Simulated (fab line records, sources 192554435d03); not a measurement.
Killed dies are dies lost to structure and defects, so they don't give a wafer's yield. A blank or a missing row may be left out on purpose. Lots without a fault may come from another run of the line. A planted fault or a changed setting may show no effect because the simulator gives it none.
Split-lot experiment | flow n5_finfet | 7 lots, 21 wafers read, on a route of 1938 steps

THE SPLIT
At N5_SDB_COAT_05 (resist thk 90 nm), the setting spin_rpm was moved away from the recipe's 1500 rpm on 6 of the 21 wafers read, by -11.1% to +11.3%. The other wafers ran this setting at the recipe's value.

FROM THE SPLIT TO THE READING: what the file shows between them, 4 steps
- N5_SDB_EBR_07
- N5_SDB_SOFTBAKE_06: time 60 s
- N5_SDB_EXPOSE_08: exposes mask SDB
- N5_SDB_PEB_09: peb time 60 s

THE READING
CAR-ArF_of_SDB_COAT_05.thk_nm (the simulator's own value, which no gauge read), in nm, at N5_SDB_DEVELOP_10 (develop time 30 s). The file gives no usual value for it. The 15 wafers here that ran the recipe average 88.2 nm, standard deviation 0.24 nm.

wafer  | tool, chamber at the split | spin_rpm as run, rpm | against the recipe | CAR-ArF_of_SDB_COAT_05.thk_nm, nm | against lot-mates on the recipe
L086.1 | litho_track-04, 0          | 1333                 | -11.1%             | 93.8                              | +5.3
L086.2 | litho_track-04, 0          | 1500                 | recipe             | 88.4                              | -
L086.3 | litho_track-04, 0          | 1500                 | recipe             | 88.6                              | -
L088.1 | litho_track-02, 0          | 1393                 | -7.1%              | 91.6                              | +3.2
L088.2 | litho_track-02, 0          | 1393                 | -7.1%              | 91.8                              | +3.4
L088.3 | litho_track-02, 0          | 1500                 | recipe             | 88.4                              | -
L089.2 | litho_track-04, 0          | 1500                 | recipe             | 88.2                              | -
L089.4 | litho_track-04, 0          | 1500                 | recipe             | 88.4                              | -
L089.5 | litho_track-04, 0          | 1500                 | recipe             | 88                                | -
L090.1 | litho_track-04, 0          | 1500                 | recipe             | 88                                | -
L090.3 | litho_track-04, 0          | 1500                 | recipe             | 88                                | -
L090.5 | litho_track-04, 0          | 1500                 | recipe             | 87.8                              | -
L092.1 | litho_track-01, 0          | 1500                 | recipe             | 88.2                              | -
L092.2 | litho_track-01, 0          | 1500                 | recipe             | 88.2                              | -
L092.5 | litho_track-01, 0          | 1500                 | recipe             | 88                                | -
L093.2 | litho_track-01, 0          | 1669                 | +11.3%             | 83.2                              | -5.0
L093.4 | litho_track-01, 0          | 1669                 | +11.3%             | 83.4                              | -4.8
L093.5 | litho_track-01, 0          | 1500                 | recipe             | 88.2                              | -
L097.1 | litho_track-02, 0          | 1555                 | +3.7%              | 87                                | -1.6
L097.3 | litho_track-02, 0          | 1500                 | recipe             | 88.6                              | -
L097.4 | litho_track-02, 0          | 1500                 | recipe             | 88.6                              | -

THE FIT
A straight line over all 21 wafers: CAR-ArF_of_SDB_COAT_05.thk_nm changes by -0.461 nm for each +1% of spin_rpm; r = -0.99; the points scatter about the line by 0.27 nm.
The same after taking each lot's own level away (the mean of its wafers on the recipe; 21 wafers): -0.451 nm for each +1%; r = -1.00; scatter 0.13 nm.
On that fit, the largest move of spin_rpm shifts the reading by 5.1 nm.
The lots' own levels span 87.93 to 88.60 nm, that is 2.7 times the standard deviation above.
So the lot-to-lot level changes the slope little: the two slopes agree.
Check: with one of the wafers moved furthest among these (+11.3%) left out of the fit, the line predicts -5.06 nm for it against its lot-mates. It came out at -5 nm against them.

OTHER SPLITS ON THESE WAFERS
These wafers also went through other splits before the reading. Each is held against what the fit with the lots' levels taken away leaves over:
other split on the same wafers       | wafers away from the commonest value | r with CAR-ArF_of_SDB_COAT_05.thk_nm (lot level and that fit taken away)
N5_ZERO_LAYER_PEB_09 peb_time_s      | as run: not given for these wafers   | -
N5_WELL_APT_COAT_19 spin_rpm         | 8                                    | +0.16
N5_WELL_APT_PEB_23 peb_time_s        | 11                                   | -0.44
N5_FIN_CUT_EXPOSE_05 dose_mj         | 6                                    | +0.22
N5_DUMMY_GATE_COAT_28 spin_rpm       | 6                                    | -0.17
N5_SD_EPI_P_EPI_21 epi_growth_time_s | 6                                    | +0.30

THE WHOLE CHAIN: every reading that the file lists as answering this split, in the file's order
step              | what it does      | reading                                                                        | change (the file's fit)               | r (the file's)
N5_SDB_COAT_05    | resist thk 90 nm  | CAR-ArF_of_SDB_COAT_05.thk_nm (the simulator's own value, which no gauge read) | -0.453 nm for each +1% of the setting | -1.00
N5_SDB_DEVELOP_10 | develop time 30 s | CAR-ArF_of_SDB_COAT_05.thk_nm (the simulator's own value, which no gauge read) | -0.456 nm for each +1% of the setting | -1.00

THE FILE'S OWN FIT
CAR-ArF_of_SDB_COAT_05.thk_nm changes by -0.456 nm for each +1% of spin_rpm, r = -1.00.
